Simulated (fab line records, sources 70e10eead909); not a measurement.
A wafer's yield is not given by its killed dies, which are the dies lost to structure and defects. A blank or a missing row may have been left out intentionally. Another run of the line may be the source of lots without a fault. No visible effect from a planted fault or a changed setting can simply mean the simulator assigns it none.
Chamber matching || flow nand-harc || 4 sister chambers for NHARC_THIN_TSV_DESCUM_14 on rie-diel-10
The step chemistry O2, time 3 s. 14 wafers are shown with their chamber, then 7 later ones without.

WAFERS PAIRED WITH THEIR CHAMBERS
{"wafer": "L763.1", "chamber": 0, "showerhead-plenum-p-Torr (Torr)": 1.87, "oes-product-au (a.u.)": 0.997, "rf-vpp-V (V)": 57.0}
{"wafer": "L763.3", "chamber": 1, "showerhead-plenum-p-Torr (Torr)": 1.87, "oes-product-au (a.u.)": 0.973, "rf-vpp-V (V)": 58.0}
{"wafer": "L763.6", "chamber": 1, "showerhead-plenum-p-Torr (Torr)": 1.87, "oes-product-au (a.u.)": 0.987, "rf-vpp-V (V)": 57.6}
{"wafer": "L766.2", "chamber": 3, "showerhead-plenum-p-Torr (Torr)": 1.90, "oes-product-au (a.u.)": 1.005, "rf-vpp-V (V)": 57.4}
{"wafer": "L766.5", "chamber": 1, "showerhead-plenum-p-Torr (Torr)": 1.86, "oes-product-au (a.u.)": 0.981, "rf-vpp-V (V)": 58.4}
{"wafer": "L766.6", "chamber": 0, "showerhead-plenum-p-Torr (Torr)": 1.87, "oes-product-au (a.u.)": 0.991, "rf-vpp-V (V)": 57.8}
{"wafer": "L770.2", "chamber": 0, "showerhead-plenum-p-Torr (Torr)": 1.87, "oes-product-au (a.u.)": 0.988, "rf-vpp-V (V)": 58.0}
{"wafer": "L770.3", "chamber": 3, "showerhead-plenum-p-Torr (Torr)": 1.90, "oes-product-au (a.u.)": 1.010, "rf-vpp-V (V)": 59.0}
{"wafer": "L770.6", "chamber": 1, "showerhead-plenum-p-Torr (Torr)": 1.86, "oes-product-au (a.u.)": 0.991, "rf-vpp-V (V)": 57.9}
{"wafer": "L773.3", "chamber": 1, "showerhead-plenum-p-Torr (Torr)": 1.86, "oes-product-au (a.u.)": 0.978, "rf-vpp-V (V)": 57.1}
{"wafer": "L773.4", "chamber": 0, "showerhead-plenum-p-Torr (Torr)": 1.87, "oes-product-au (a.u.)": 0.998, "rf-vpp-V (V)": 57.7}
{"wafer": "L773.5", "chamber": 2, "showerhead-plenum-p-Torr (Torr)": 1.93, "oes-product-au (a.u.)": 0.989, "rf-vpp-V (V)": 56.2}
{"wafer": "L779.2", "chamber": 1, "showerhead-plenum-p-Torr (Torr)": 1.86, "oes-product-au (a.u.)": 0.983, "rf-vpp-V (V)": 59.0}
{"wafer": "L779.3", "chamber": 2, "showerhead-plenum-p-Torr (Torr)": 1.93, "oes-product-au (a.u.)": 0.993, "rf-vpp-V (V)": 56.9}

SIGNATURES (averages over the wafers above)
{"reading": "showerhead-plenum-p-Torr", "chamber 0": 1.8700, "chamber 1": 1.8633, "chamber 2": 1.9300, "chamber 3": 1.9000, "scatter within a chamber": 0.00365}
{"reading": "oes-product-au", "chamber 0": 0.99350, "chamber 1": 0.98217, "chamber 2": 0.99100, "chamber 3": 1.00750, "scatter within a chamber": 0.00543}
{"reading": "rf-vpp-V", "chamber 0": 57.625, "chamber 1": 58.000, "chamber 2": 56.550, "chamber 3": 58.200, "scatter within a chamber": 0.651}
Rule: distance of a wafer from a chamber = root of the sum over the readings of ((wafer's reading minus chamber's mean) / reading's scatter) squared. The wafer belongs to the nearest chamber; if the next one is less than 2 further off, it can't be placed. The scatter: the root of (the sum of the squares of (reading less its chamber's mean) over the shown wafers, divided by (wafers less chambers)).

WAFERS WHOSE CHAMBER IS MISSING
{"wafer": "L779.4", "showerhead-plenum-p-Torr (Torr)": 1.90, "oes-product-au (a.u.)": 0.998, "rf-vpp-V (V)": 58.4}
{"wafer": "L782.1", "showerhead-plenum-p-Torr (Torr)": 1.90, "oes-product-au (a.u.)": 0.998, "rf-vpp-V (V)": 58.6}
{"wafer": "L782.2", "showerhead-plenum-p-Torr (Torr)": 1.86, "oes-product-au (a.u.)": 0.978, "rf-vpp-V (V)": 57.6}
{"wafer": "L782.3", "showerhead-plenum-p-Torr (Torr)": 1.93, "oes-product-au (a.u.)": 0.996, "rf-vpp-V (V)": 56.6}
{"wafer": "L781.3", "showerhead-plenum-p-Torr (Torr)": 1.86, "oes-product-au (a.u.)": 0.982, "rf-vpp-V (V)": 57.9}
{"wafer": "L781.4", "showerhead-plenum-p-Torr (Torr)": 1.93, "oes-product-au (a.u.)": 0.999, "rf-vpp-V (V)": 58.7}
{"wafer": "L781.6", "showerhead-plenum-p-Torr (Torr)": 1.86, "oes-product-au (a.u.)": 0.976, "rf-vpp-V (V)": 56.3}

WHICH CHAMBER EACH WENT THROUGH
{"wafer": "L779.4", "from the rows above": 3, "in truth": 3}
{"wafer": "L782.1", "from the rows above": 3, "in truth": 3}
{"wafer": "L782.2", "from the rows above": 1, "in truth": 1}
{"wafer": "L782.3", "from the rows above": 2, "in truth": 2}
{"wafer": "L781.3", "from the rows above": 1, "in truth": 1}
{"wafer": "L781.4", "from the rows above": 2, "in truth": 2}
{"wafer": "L781.6", "from the rows above": "can't be placed: 1 or 0", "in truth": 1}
Correctly placed: 6 of 7. Can't be placed from these rows: 1 (the true chamber is among the candidates in 1). Number placed wrongly: 0.
